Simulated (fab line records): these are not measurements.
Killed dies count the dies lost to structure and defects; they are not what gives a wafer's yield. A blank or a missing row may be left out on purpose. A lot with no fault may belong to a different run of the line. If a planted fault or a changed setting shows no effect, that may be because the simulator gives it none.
fab line records | flow nand_harc
record lots=6 | wafers=18 | last_day=24
route steps=1159 shown A_CONTACT@873 END@1159
lots untouched by any fault: they come from a run of this same line in which no faults occurred
start_h: hours from the record's opening day to when the first of the lot's shown wafers began | wait_h: hours since the lot's step before | " same as the row above | L1.1+2: a single row standing in for several wafers | - either no value or no given start | * or withheld: withheld | < > ~ a bound
route shown NAME@n: NAME is a module with steps in the file, n the number in the route of the first one | usual: average and standard deviation across the fault-free wafers | same: alike in all rows | chamber/n: place in a boat | sites: the reading at each site | _std_site: their standard deviation | _edge_site: mean of outer sites minus mean of inner sites | radius_mm: for every site, how far away it sits from the centre of the wafer | mask NAME#n: copy n | behind: tool/chamber where the wafer was last shaped | hold: why the lot was held/for how many hours/how that ended | device: which transistor (n, p or np) failed to switch | end of line: tests of these same wafers at the route's end | a step given without rows: its recipe and nothing more | killed: dies lost to structure and defects at the first sort, not the wafer's yield | map: per-die view of a wafer (x killed, . not killed, _ where there is no die)
set.NAME: the setting that was run; set.NAME@STEP: the one run at that earlier step | model.NAME: the simulator's own value behind a step, which no gauge read
certain route steps with their lots: each step a table, each wafer a row
services: when a tool's chamber went out of use (start_h, in hours from the record's first day, below 0 if earlier), for how many hours, and the reason
## steps
# step NHARC_A_CONTACT_ETCH_122
# recipe source_w=withheld | pressure_mtorr=20 | bias_v=3000 | time_s=95 | target_depth_a=9300 | ar_flow_sccm=withheld | c4f8_flow_sccm=withheld | o2_flow_sccm=withheld | chemistry=C4F8/O2/Ar
# usual chamber_pressure_mTorr=20.002/0.017
lot.wafer | tool            | chamber | start_h | wait_h | chamber_pressure_mTorr | rf_hours_counter_h
L991.1    | har_cap_etch-02 | 1       | 370.87  | 0.1    | 20.015                 | 9
L991.5    | "               | 1       | "       | "      | 20.007                 | -
L991.6    | "               | 0       | "       | "      | 20.000                 | -
L996.2    | har_cap_etch-03 | 0       | 427.10  | 0.1    | 20.010                 | 89
L996.4    | "               | 1       | "       | "      | 20.009                 | -
L996.5    | "               | 0       | "       | "      | 20.019                 | -
L995.2    | har_cap_etch-01 | 0       | 431.93  | 0.1    | 19.989                 | 66
L995.4    | "               | 1       | "       | "      | 19.980                 | -
L995.5    | "               | 0       | "       | "      | 19.995                 | -
L108.4    | har_cap_etch-02 | 0       | 492.69  | 0.1    | 19.993                 | -
L108.5    | "               | 1       | "       | "      | 19.990                 | -
L108.6    | "               | 0       | "       | "      | 19.989                 | -
L110.1    | har_cap_etch-02 | 1       | 505.53  | 0.1    | 19.982                 | 34
L110.5    | "               | 0       | "       | "      | 20.013                 | -
L110.6    | "               | 1       | "       | "      | 20.031                 | -
L109.1    | har_cap_etch-03 | 1       | 506.22  | 0.1    | 19.990                 | 105
L109.3    | "               | 0       | "       | "      | 19.970                 | -
L109.5    | "               | 1       | "       | "      | 20.020                 | -
# step NHARC_A_CONTACT_ETCH_123
# recipe source_w=withheld | pressure_mtorr=20 | bias_v=400 | time_s=253 | target_depth_a=10900 | ar_flow_sccm=withheld | c4f8_flow_sccm=11.5 | o2_flow_sccm=7.2 | chemistry=C4F8/O2/Ar
# step NHARC_A_CONTACT_ETCH_90
# recipe target_depth_a=400 | over_etch_frac=0.5 | time_s=85.7 | ion_energy_ev=120 | ch3f_flow_sccm=50 | o2_flow_sccm=30 | ar_flow_sccm=200 | rf_w=500 | bias_w=100 | chemistry=CH3F/O2
# usual chamber_pressure_mTorr=24.999/0.022 | drypump_motor_current_A=5.6/0.35 | oes_product_au=0.96/0.039 | rf_vpp_V=244.6/1.7 | showerhead_plenum_p_Torr=2.48/0.11 | throttle_valve_pct=20.663/0.0089
lot.wafer | tool        | chamber | start_h | wait_h | chamber_pressure_mTorr | drypump_motor_current_A | oes_product_au | rf_hours_counter_h | rf_vpp_V | showerhead_plenum_p_Torr | throttle_valve_pct
L991.1    | rie_diel-13 | 2       | 371.59  | 0.6    | 25.013                 | 5.8                     | 0.92           | 19                 | 242.1    | 2.28                     | 20.663
L991.6    | "           | 0       | "       | "      | 24.995                 | 6.1                     | 0.92           | -                  | 242.2    | 2.35                     | 20.660
L991.5    | "           | 1       | "       | "      | 25.010                 | 5.9                     | 0.93           | -                  | 245.0    | 2.57                     | 20.646
L996.4    | rie_diel-03 | 0       | 427.78  | 0.4    | 24.967                 | 5.7                     | 0.98           | 11                 | 245.6    | 2.49                     | 20.670
L996.2    | "           | 2       | "       | "      | 24.985                 | 5.5                     | 0.99           | 11                 | 246.7    | 2.50                     | 20.647
L996.5    | "           | 0       | "       | "      | 25.012                 | 5.7                     | 0.98           | -                  | 244.7    | 2.49                     | 20.670
L995.4    | rie_diel-03 | 3       | 432.63  | 0.4    | 25.034                 | 5.6                     | 1.01           | 13                 | 243.4    | 2.41                     | 20.661
L995.2    | "           | 0       | "       | "      | 24.977                 | 5.7                     | 1.00           | 14                 | 244.8    | 2.49                     | 20.663
L995.5    | "           | 3       | "       | "      | 25.007                 | 5.6                     | 1.01           | -                  | 244.9    | 2.41                     | 20.679
L108.4    | rie_diel-13 | 2       | 493.37  | 0.4    | 24.965                 | 5.8                     | 0.95           | 5                  | 247.8    | 2.66                     | 20.657
L108.5    | "           | 0       | "       | "      | 25.010                 | 6.1                     | 0.95           | -                  | 242.9    | 2.34                     | 20.676
L108.6    | "           | 1       | "       | "      | 24.981                 | 5.9                     | 0.94           | -                  | 245.4    | 2.56                     | 20.680
L110.1    | rie_diel-13 | 1       | 506.24  | 0.5    | 25.004                 | 5.9                     | 0.92           | 10                 | 245.8    | 2.56                     | 20.657
L110.6    | "           | 3       | "       | "      | 24.988                 | 4.8                     | 0.92           | -                  | 247.4    | 2.66                     | 20.664
L110.5    | "           | 0       | "       | "      | 24.991                 | 6.1                     | 0.92           | -                  | 243.1    | 2.34                     | 20.668
L109.3    | rie_diel-03 | 2       | 506.92  | 0.4    | 24.984                 | 5.5                     | 0.94           | 44                 | 245.0    | 2.49                     | 20.660
L109.1    | "           | 0       | "       | "      | 25.026                 | 5.7                     | 0.92           | 39                 | 245.2    | 2.48                     | 20.653
L109.5    | "           | 2       | "       | "      | 24.982                 | 5.5                     | 0.93           | -                  | 244.3    | 2.49                     | 20.665
# step NHARC_A_CONTACT_ETCH_96
# recipe target_depth_a=200 | over_etch_frac=0.5 | time_s=10 | ion_energy_ev=250 | c4f6_flow_sccm=25 | o2_flow_sccm=20 | ar_flow_sccm=500 | rf_w=600 | bias_w=500 | chemistry=C4F6/O2
# step NHARC_A_CONTACT_CD_MEAS_53
# usual cd_nm=189.8/0.78
lot.wafer | tool      | chamber | start_h | wait_h | cd_nm
L991.1    | cd_sem-02 | -       | 371.78  | -      | 190.6
L991.5    | "         | -       | "       | "      | 191.1
L991.6    | "         | -       | "       | "      | 190.7
L996.2    | cd_sem-03 | -       | 428.00  | -      | 190.6
L996.4    | "         | -       | "       | "      | 190.8
L996.5    | "         | -       | "       | "      | 190.5
L995.2    | cd_sem-03 | -       | 432.84  | -      | 189.7
L995.4    | "         | -       | "       | "      | 190.8
L995.5    | "         | -       | "       | "      | 189.7
L108.4    | cd_sem-03 | -       | 493.57  | -      | 189.7
L108.5    | "         | -       | "       | "      | 189.6
L108.6    | "         | -       | "       | "      | 189.4
L110.1    | cd_sem-02 | -       | 506.43  | -      | 188.6
L110.5    | "         | -       | "       | "      | 189.1
L110.6    | "         | -       | "       | "      | 189.3
L109.1    | cd_sem-03 | -       | 507.21  | -      | 190.7
L109.3    | "         | -       | "       | "      | 190.7
L109.5    | "         | -       | "       | "      | 190.6
# step NHARC_A_CONTACT_STRIP_99
# recipe n2_flow_sccm=150 | h2_flow_sccm=150 | ar_flow_sccm=0 | bias_w=0 | chemistry=N2/H2
# step NHARC_A_CONTACT_STRIP_100
# recipe cf4_flow_sccm=100 | chf3_flow_sccm=30 | ar_flow_sccm=0 | bias_w=0 | chemistry=CF4/CHF3
# step NHARC_A_CONTACT_STRIP_101
# recipe o2_flow_sccm=400 | cos_flow_sccm=20 | ar_flow_sccm=0 | bias_w=0 | chemistry=O2/COS
# step NHARC_A_CONTACT_ETCH_102
# recipe target_depth_a=700 | overetch_a=70 | time_s=38.5 | ion_energy_ev=100 | cf4_flow_sccm=80 | o2_flow_sccm=20 | ar_flow_sccm=0 | rf_w=300 | bias_w=100 | chemistry=CF4/O2
# usual chamber_pressure_mTorr=30.00/0.03 | drypump_motor_current_A=5.6/0.46 | oes_ar_750_au=1.000/0.0043 | oes_product_au=0.995/0.011 | rf_vpp_V=198.0/1.6 | showerhead_plenum_p_Torr=1.34/0.074 | throttle_valve_pct=13.398/0.0098
lot.wafer | tool        | chamber | start_h | wait_h | chamber_pressure_mTorr | drypump_motor_current_A | oes_ar_750_au | oes_product_au | rf_hours_counter_h | rf_vpp_V | showerhead_plenum_p_Torr | throttle_valve_pct
L991.1    | rie_diel-01 | 1       | 372.08  | 0.1    | 30.00                  | 5.2                     | 1.004         | 0.996          | 12                 | 198.0    | 1.43                     | 13.395
L991.6    | "           | 3       | "       | "      | 30.07                  | 5.1                     | 0.999         | 0.996          | -                  | 198.5    | 1.39                     | 13.399
L991.5    | "           | 0       | "       | "      | 30.02                  | 5.9                     | 1.000         | 0.992          | -                  | 201.7    | 1.44                     | 13.399
L996.4    | rie_diel-03 | 1       | 428.29  | 0.1    | 29.99                  | 5.6                     | 1.001         | 1.011          | 11                 | 197.6    | 1.29                     | 13.398
L996.2    | "           | 0       | "       | "      | 30.02                  | 5.7                     | 0.996         | 0.988          | 11                 | 198.4    | 1.35                     | 13.403
L996.5    | "           | 2       | "       | "      | 30.00                  | 5.5                     | 1.004         | 1.018          | -                  | 198.3    | 1.36                     | 13.395
L995.2    | rie_diel-13 | 3       | 433.14  | 0.1    | 29.96                  | 4.8                     | 1.004         | 1.002          | 28                 | 195.6    | 1.23                     | 13.398
L995.4    | "           | 0       | "       | "      | 30.03                  | 6.1                     | 1.000         | 0.990          | 31                 | 196.7    | 1.27                     | 13.397
L995.5    | "           | 1       | "       | "      | 30.05                  | 5.9                     | 0.999         | 1.006          | -                  | 200.2    | 1.39                     | 13.385
L108.4    | rie_diel-13 | 3       | 493.85  | 0.1    | 29.97                  | 4.8                     | 1.007         | 1.011          | 5                  | 200.8    | 1.44                     | 13.398
L108.6    | "           | 3       | "       | "      | 29.97                  | 4.8                     | 1.001         | 1.004          | -                  | 199.1    | 1.45                     | 13.395
L108.5    | "           | 0       | "       | "      | 29.95                  | 6.1                     | 1.002         | 0.993          | -                  | 197.5    | 1.27                     | 13.402
L110.1    | rie_diel-13 | 0       | 506.74  | 0.1    | 30.04                  | 6.1                     | 1.005         | 1.002          | 9                  | 195.5    | 1.27                     | 13.409
L110.6    | "           | 1       | "       | "      | 30.02                  | 5.9                     | 0.997         | 0.992          | -                  | 197.3    | 1.39                     | 13.407
L110.5    | "           | 2       | "       | "      | 30.06                  | 5.8                     | 1.000         | 0.992          | -                  | 199.1    | 1.44                     | 13.405
L109.1    | rie_diel-13 | 3       | 507.51  | 0.1    | 30.00                  | 4.8                     | 1.002         | 0.987          | 8                  | 200.6    | 1.44                     | 13.397
L109.3    | "           | 0       | "       | "      | 30.01                  | 6.1                     | 1.006         | 0.985          | 9                  | 197.2    | 1.27                     | 13.416
L109.5    | "           | 3       | "       | "      | 30.05                  | 4.8                     | 1.003         | 0.999          | -                  | 198.8    | 1.44                     | 13.405
# step NHARC_A_CONTACT_STRIP_55
# recipe o2_flow_sccm=500 | ar_flow_sccm=0 | bias_w=0 | chemistry=O2
# usual chamber_pressure_mTorr=60.00/0.048 | drypump_motor_current_A=5.6/0.44 | oes_product_au=0.996/0.011 | rf_vpp_V=57.7/0.93 | showerhead_plenum_p_Torr=3.57/0.18 | throttle_valve_pct=17.035/0.0093
lot.wafer | tool        | chamber | start_h | wait_h | chamber_pressure_mTorr | drypump_motor_current_A | oes_product_au | rf_hours_counter_h | rf_vpp_V | showerhead_plenum_p_Torr | throttle_valve_pct
L991.1    | rie_diel-01 | 3       | -       | -      | 60.01                  | 5.1                     | 0.994          | 12                 | 57.6     | 3.66                     | 17.028
L991.5    | "           | 1       | "       | "      | 60.03                  | 5.2                     | 0.989          | -                  | 57.6     | 3.76                     | 17.031
L991.6    | "           | 2       | "       | "      | 60.00                  | 6.3                     | 0.978          | -                  | 58.1     | 3.71                     | 17.039
L996.2    | rie_diel-03 | 2       | -       | -      | 60.02                  | 5.5                     | 1.005          | 11                 | 57.6     | 3.59                     | 17.033
L996.4    | "           | 3       | "       | "      | 59.99                  | 5.6                     | 1.007          | 10                 | 56.5     | 3.47                     | 17.044
L996.5    | "           | 2       | "       | "      | 59.99                  | 5.5                     | 1.011          | -                  | 59.2     | 3.59                     | 17.034
L995.2    | rie_diel-13 | 3       | -       | -      | 59.99                  | 4.8                     | 0.987          | 28                 | 57.6     | 3.26                     | 17.035
L995.4    | "           | 0       | "       | "      | 60.02                  | 6.1                     | 0.993          | 31                 | 57.2     | 3.37                     | 17.033
L995.5    | "           | 2       | "       | "      | 59.93                  | 5.9                     | 0.989          | -                  | 55.9     | 3.27                     | 17.022
L108.4    | rie_diel-13 | 0       | -       | -      | 60.01                  | 6.1                     | 0.997          | 6                  | 57.1     | 3.37                     | 17.031
L108.6    | "           | 1       | "       | "      | 60.05                  | 5.9                     | 0.974          | -                  | 59.1     | 3.66                     | 17.033
L108.5    | "           | 2       | "       | "      | 60.00                  | 5.8                     | 0.994          | -                  | 58.8     | 3.81                     | 17.037
L110.1    | rie_diel-13 | 2       | -       | -      | 60.06                  | 5.8                     | 0.987          | 8                  | 58.6     | 3.80                     | 17.015
L110.6    | "           | 3       | "       | "      | 60.08                  | 4.8                     | 1.008          | -                  | 58.3     | 3.80                     | 17.019
L110.5    | "           | 0       | "       | "      | 59.92                  | 6.1                     | 0.999          | -                  | 57.5     | 3.37                     | 17.043
L109.1    | rie_diel-13 | 3       | -       | -      | 59.88                  | 4.8                     | 0.996          | 8                  | 58.9     | 3.80                     | 17.037
L109.3    | "           | 1       | "       | "      | 60.04                  | 5.9                     | 0.981          | 10                 | 59.5     | 3.66                     | 17.028
L109.5    | "           | 3       | "       | "      | 60.05                  | 4.8                     | 1.005          | -                  | 58.5     | 3.80                     | 17.036
# step NHARC_A_CONTACT_STRIP_56
# recipe time_s=600 | temp_c=30 | chemistry=post_etch_residue_remover
# step NHARC_A_CONTACT_DEP_57
# recipe target_thk_a=28000 | temp_c=400 | material=aC
# usual susceptor_temp_C=399.95/0.19 | throttle_valve_pct=34.998/0.009
lot.wafer | tool       | chamber | start_h | wait_h | susceptor_temp_C | throttle_valve_pct
L991.1    | acl_dep-02 | 0       | 382.34  | -      | 399.89           | 35.007
L991.5    | "          | 0       | 383.49  | -      | 399.97           | 35.002
L991.6    | "          | 0       | "       | "      | 399.75           | 35.017
L996.2    | acl_dep-02 | 0       | 429.23  | -      | 399.98           | 34.994
L996.4    | "          | 0       | "       | "      | 400.04           | 34.992
L996.5    | "          | 0       | "       | "      | 400.26           | 35.002
L995.2    | acl_dep-01 | 0       | 436.71  | -      | -                | 34.995
L995.4    | "          | 0       | "       | "      | -                | 34.995
L995.5    | "          | 0       | "       | "      | -                | 35.002
L108.4    | acl_dep-02 | 0       | 495.95  | -      | -                | 34.982
L108.5    | "          | 0       | "       | "      | -                | 34.981
L108.6    | "          | 0       | "       | "      | -                | 34.995
L110.1    | acl_dep-01 | 0       | 507.44  | -      | 399.88           | 35.006
L110.5    | "          | 0       | 508.60  | -      | 399.73           | 35.003
L110.6    | "          | 0       | "       | "      | 400.09           | 34.984
L109.1    | acl_dep-02 | 0       | 508.40  | -      | -                | 34.996
L109.3    | "          | 0       | "       | "      | -                | 35.005
L109.5    | "          | 0       | "       | "      | -                | 35.012
# step NHARC_A_CONTACT_DEP_58
# recipe target_thk_a=600 | target_thk_nm=60 | temp_c=400 | pressure_torr=3.5 | flow_sccm=200 | rf_w=350 | material=SiON
# usual chamber_pressure_Torr=3.500/0.0071 | heater_power_outer_w=443/58 | heater_power_w=761/67 | showerhead_vpp_V=1140/43
lot.wafer | tool     | chamber | start_h | wait_h | chamber_pressure_Torr | heater_power_outer_w | heater_power_w | showerhead_vpp_V
L991.1    | pecvd-03 | 0       | 384.16  | 1.5    | 3.503                 | 468                  | 830            | 1160
L991.6    | "        | 1       | "       | "      | 3.497                 | 447                  | 779            | 1048
L991.5    | "        | 2       | "       | "      | 3.509                 | 386                  | 667            | 1176
L996.2    | pecvd-03 | 1       | 430.69  | 1.2    | -                     | -                    | -              | -
L996.5    | "        | 2       | "       | "      | -                     | -                    | -              | -
L996.4    | "        | 0       | "       | "      | -                     | -                    | -              | -
L995.2    | pecvd-03 | 0       | 438.18  | 1.2    | -                     | -                    | -              | -
L995.5    | "        | 0       | "       | "      | -                     | -                    | -              | -
L995.4    | "        | 1       | "       | "      | -                     | -                    | -              | -
L108.4    | pecvd-01 | 0       | 496.91  | 0.7    | 3.503                 | 441                  | 790            | 1112
L108.5    | "        | 0       | "       | "      | 3.492                 | 434                  | 781            | 1095
L108.6    | "        | 2       | "       | "      | 3.494                 | 552                  | 814            | 1122
L110.1    | pecvd-01 | 2       | 509.20  | 1.5    | 3.500                 | 496                  | 766            | 1157
L110.6    | "        | 2       | "       | "      | 3.517                 | 501                  | 795            | 1129
L110.5    | "        | 0       | "       | "      | 3.491                 | 429                  | 779            | 1110
L109.1    | pecvd-01 | 0       | 510.13  | 1.5    | 3.514                 | 396                  | 730            | 1105
L109.3    | "        | 0       | "       | "      | 3.501                 | 401                  | 714            | 1112
L109.5    | "        | 2       | "       | "      | 3.504                 | 547                  | 828            | 1142
# step NHARC_A_CONTACT_DEHYDRATE_59
# recipe temp_c=150 | time_s=120
# step NHARC_END_SORT_01
# recipe temp_c=25
# usual killed_at_array=27/10 | killed_at_other=0.6/0.96 | killed_at_periphery=3.4/2.7 | killed_dies=31/10 | killed_open=2.9/1.8 | killed_short=1.8/1.4
# same gross_dies=677
lot.wafer | tool      | chamber | start_h | wait_h | killed_at_array | killed_at_other | killed_at_periphery | killed_dies | killed_open | killed_short
L996.2    | prober-01 | 0       | 493.60  | 2.8    | 665             | 1               | 11                  | 677         | 2           | 3
L996.4    | prober-01 | 0       | 495.21  | 3.4    | 666             | 1               | 10                  | 677         | 6           | 4
L996.5    | prober-01 | 0       | 496.02  | 3.7    | 666             | 0               | 11                  | 677         | 5           | 3
L995.2    | prober-01 | 0       | 502.06  | 2.8    | 671             | 0               | 6                   | 677         | 4           | 3
L995.4    | prober-01 | 0       | 503.64  | 3.4    | 676             | 0               | 1                   | 677         | 3           | 1
L995.5    | prober-01 | 0       | 504.43  | 3.7    | 671             | 3               | 3                   | 677         | 6           | 3
# killed by level:class
L996.2 A_CONTACT:area_dep=646 P_ZERO_WELL:chamber_film_flake=6 A_CHANNEL_HOLE_D1:chamber_film_flake=6 A_SLIT:chamber_film_flake=3 P_M2:chamber_film_flake=3 A_WL_FILL:chamber_film_flake=3 A_ONON_D1:geometric_particle:open=1 A_ONON_D1:geometric_particle:short=1
L996.4 A_CONTACT:area_dep=642 A_STAIRCASE:chamber_film_flake=5 P_ZERO_WELL:chamber_film_flake=4 P_M1:chamber_film_flake=4 A_CHANNEL_HOLE_D1:chamber_film_flake=4 A_CONTACT:geometric_particle:open=3 A_WL_FILL:chamber_film_flake=3 A_WL_FILL:geometric_particle:short=2
L996.5 A_CONTACT:area_dep=647 P_ZERO_WELL:chamber_film_flake=4 P_M1:chamber_film_flake=4 A_CHANNEL_HOLE_D1:chamber_film_flake=4 A_STAIRCASE:chamber_film_flake=3 A_CHANNEL_FILL_D1:geometric_particle:open=2 P_GATE:chamber_film_flake=2 A_WL_FILL:chamber_film_flake=2
L995.2 A_CONTACT:area_dep=640 A_CHANNEL_HOLE_D1:chamber_film_flake=12 A_SLIT:chamber_film_flake=7 A_STAIRCASE:chamber_film_flake=6 A_WL_FILL:geometric_particle:short=3 A_WL_FILL:geometric_particle:open=2 P_ZERO_WELL:chamber_film_flake=2 P_GATE:chamber_film_flake=2
L995.4 A_CONTACT:area_dep=645 A_SLIT:chamber_film_flake=15 A_STAIRCASE:chamber_film_flake=6 A_CHANNEL_HOLE_D1:chamber_film_flake=5 A_ONON_D1:geometric_particle:open=2 A_CONTACT:chamber_film_flake=2 P_CONTACT:geometric_particle:open=1 A_CHANNEL_HOLE_D1:geometric_particle:short=1
L995.5 A_CONTACT:area_dep=641 A_CHANNEL_HOLE_D1:chamber_film_flake=9 A_SLIT:chamber_film_flake=7 A_STAIRCASE:chamber_film_flake=4 A_BLC:geometric_particle:open=2 P_GATE:chamber_film_flake=2 STARTING-WAFER:geometric_particle:open=2 P_CONTACT:geometric_particle:open=1
# map L995.2 (x killed, . not)
____________x____________
_________xxxxxxx_________
_______xxxxxxxxxxx_______
______xxxxxxxxxxxxx______
_____xxxxxxxxxxxxxxx_____
____xxxxxxxxxxxxxxxxx____
____xxxxxxxxxxxxxxxxx____
___xxxxxxxxxxxxxxxxxxx___
___xxxxxxxxxxxxxxxxxxx___
__xxxxxxxxxxxxxxxxxxxxx__
__xxxxxxxxxxxxxxxxxxxxx__
_xxxxxxxxxxxxxxxxxxxxxxx_
_xxxxxxxxxxxxxxxxxxxxxxx_
_xxxxxxxxxxxxxxxxxxxxxxx_
_xxxxxxxxxxxxxxxxxxxxxxx_
_xxxxxxxxxxxxxxxxxxxxxxx_
xxxxxxxxxxxxxxxxxxxxxxxxx
xxxxxxxxxxxxxxxxxxxxxxxxx
xxxxxxxxxxxxxxxxxxxxxxxxx
xxxxxxxxxxxxxxxxxxxxxxxxx
xxxxxxxxxxxxxxxxxxxxxxxxx
_xxxxxxxxxxxxxxxxxxxxxxx_
_xxxxxxxxxxxxxxxxxxxxxxx_
_xxxxxxxxxxxxxxxxxxxxxxx_
_xxxxxxxxxxxxxxxxxxxxxxx_
_xxxxxxxxxxxxxxxxxxxxxxx_
__xxxxxxxxxxxxxxxxxxxxx__
__xxxxxxxxxxxxxxxxxxxxx__
___xxxxxxxxxxxxxxxxxxx___
___xxxxxxxxxxxxxxxxxxx___
____xxxxxxxxxxxxxxxxx____
____xxxxxxxxxxxxxxxxx____
_____xxxxxxxxxxxxxxx_____
______xxxxxxxxxxxxx______
_______xxxxxxxxxxx_______
_________xxxxxxx_________
____________x____________
# map L996.2 (x killed, . not)
____________x____________
_________xxxxxxx_________
_______xxxxxxxxxxx_______
______xxxxxxxxxxxxx______
_____xxxxxxxxxxxxxxx_____
____xxxxxxxxxxxxxxxxx____
____xxxxxxxxxxxxxxxxx____
___xxxxxxxxxxxxxxxxxxx___
___xxxxxxxxxxxxxxxxxxx___
__xxxxxxxxxxxxxxxxxxxxx__
__xxxxxxxxxxxxxxxxxxxxx__
_xxxxxxxxxxxxxxxxxxxxxxx_
_xxxxxxxxxxxxxxxxxxxxxxx_
_xxxxxxxxxxxxxxxxxxxxxxx_
_xxxxxxxxxxxxxxxxxxxxxxx_
_xxxxxxxxxxxxxxxxxxxxxxx_
xxxxxxxxxxxxxxxxxxxxxxxxx
xxxxxxxxxxxxxxxxxxxxxxxxx
xxxxxxxxxxxxxxxxxxxxxxxxx
xxxxxxxxxxxxxxxxxxxxxxxxx
xxxxxxxxxxxxxxxxxxxxxxxxx
_xxxxxxxxxxxxxxxxxxxxxxx_
_xxxxxxxxxxxxxxxxxxxxxxx_
_xxxxxxxxxxxxxxxxxxxxxxx_
_xxxxxxxxxxxxxxxxxxxxxxx_
_xxxxxxxxxxxxxxxxxxxxxxx_
__xxxxxxxxxxxxxxxxxxxxx__
__xxxxxxxxxxxxxxxxxxxxx__
___xxxxxxxxxxxxxxxxxxx___
___xxxxxxxxxxxxxxxxxxx___
____xxxxxxxxxxxxxxxxx____
____xxxxxxxxxxxxxxxxx____
_____xxxxxxxxxxxxxxx_____
______xxxxxxxxxxxxx______
_______xxxxxxxxxxx_______
_________xxxxxxx_________
____________x____________
## services
tool            | chamber | start_h | hours | kind
acl_dep-02      | -       | 351.43  | 13.0  | pm
rie_diel-13     | 0       | 358.79  | -     | clean
rie_diel-13     | 1       | 358.79  | -     | clean
rie_diel-13     | 2       | 358.79  | -     | clean
rie_diel-13     | 3       | 358.79  | -     | clean
pecvd-03        | 0       | 360.79  | 7.0   | repair
acl_dep-02      | -       | 366.11  | 0.3   | repair
rie_diel-13     | 0       | 383.29  | -     | clean
rie_diel-13     | 1       | 383.29  | -     | clean
rie_diel-13     | 2       | 383.29  | -     | clean
rie_diel-13     | 3       | 383.29  | -     | clean
rie_diel-03     | -       | 392.35  | 9.0   | pm
pecvd-03        | 2       | 395.36  | 10.0  | repair
rie_diel-13     | 3       | 413.15  | 4.2   | repair
pecvd-01        | -       | 418.24  | 13.0  | pm
rie_diel-01     | 1       | 438.06  | 36.6  | repair
rie_diel-03     | 0       | 446.08  | 1.9   | repair
rie_diel-13     | -       | 453.23  | 9.0   | pm
acl_dep-01      | -       | 473.69  | 13.0  | pm
pecvd-03        | -       | 474.10  | 13.0  | pm
rie_diel-01     | -       | 487.43  | 0.3   | repair
pecvd-03        | -       | 495.88  | 3.1   | repair
har_cap_etch-01 | -       | 499.91  | 7.8   | repair
rie_diel-01     | -       | 500.45  | 9.0   | pm
## key
first_sign step=NHARC_A_CONTACT_DEP_58 | reading=tool_record | direction=missing
effect step=NHARC_END_SORT_01 | reading=killed_dies | direction=up | sigmas=65 | usual=31 | struck=677
more_kills_born_at NHARC_A_CONTACT_DEP_58@pecvd-03=3860
met_at NHARC_A_CONTACT_DEP_58
struck_wafers L995.2,L995.4,L995.5,L996.2,L996.4,L996.5
later_rows_left_out L995.2,L995.4,L995.5,L996.2,L996.4,L996.5
tester_left_out L995,L996
onset_between 384.16 430.69
fault kind=skipped_step_whole | tool=pecvd-03 | chamber=- | onset_h=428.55 | steps=NHARC_A_CONTACT_DEP_58 | scope=struck_lots_only
# tester_left_out: of these lots the tester's yield and bins aren't shown, on N5 and GAA mostly nor the transistor test; their killed dies are dies lost to structure and defects alone, not to doping, threshold or leakage, so they don't give the yield
# later_rows_left_out: the simulator's readings of these wafers behind a module that went badly wrong aren't trusted and aren't shown, but for the sort
